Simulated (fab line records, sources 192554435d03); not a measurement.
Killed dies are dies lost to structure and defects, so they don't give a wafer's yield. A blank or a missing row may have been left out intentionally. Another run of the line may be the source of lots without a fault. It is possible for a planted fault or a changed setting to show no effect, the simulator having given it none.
Chamber matching ; flow n5Finfet ; N5_DUMMY_GATE_STRIP_40 on rieDiel-01 has 4 sister chambers
The step strips in CF4. 7 wafers are shown with their chamber, then 9 later ones without.

== WAFERS, EACH WITH ITS CHAMBER ==
wafer;chamber;throttleValvePct (%);oesProductAu (a.u.)
L078.3;0;13.95;0.69
L088.1;1;13.25;0.88
L088.4;2;13.87;0.66
L088.5;3;13.52;0.74
L087.1;2;13.90;0.65
L087.3;3;13.52;0.74
L087.4;1;13.28;0.88

== WAFERS WITHOUT THEIR CHAMBER ==
wafer;throttleValvePct (%);oesProductAu (a.u.)
L094.1;13.41;0.91
L094.2;13.28;0.85
L094.4;13.33;0.95
L095.2;13.43;0.90
L095.3;13.28;0.85
L095.4;13.34;0.93
L097.1;13.43;0.90
L097.4;13.55;0.73
L097.5;13.31;0.85

== WHICH CHAMBER EACH WENT THROUGH ==
wafer;from the rows above;in truth
L094.1;1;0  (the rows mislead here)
L094.2;1;1
L094.4;1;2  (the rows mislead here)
L095.2;1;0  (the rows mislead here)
L095.3;1;1
L095.4;1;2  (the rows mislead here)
L097.1;1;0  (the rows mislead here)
L097.4;3;3
L097.5;1;1
Correctly placed: 4 of 9. Number that these rows cannot place: 0. 5 placed wrongly.
How it was worked out, from the rows above alone: a wafer's distance from a chamber is the root of the sum, over the readings, of the square of ((its reading less the chamber's mean) divided by the reading's scatter). The wafer belongs to the nearest chamber; if the next one is less than 2 further off, it can't be placed. A chamber's mean is the mean of its shown wafers. The scatter: take each reading less its chamber's mean, square it, sum over the shown wafers, divide by the number of wafers less the number of chambers, and take the root.
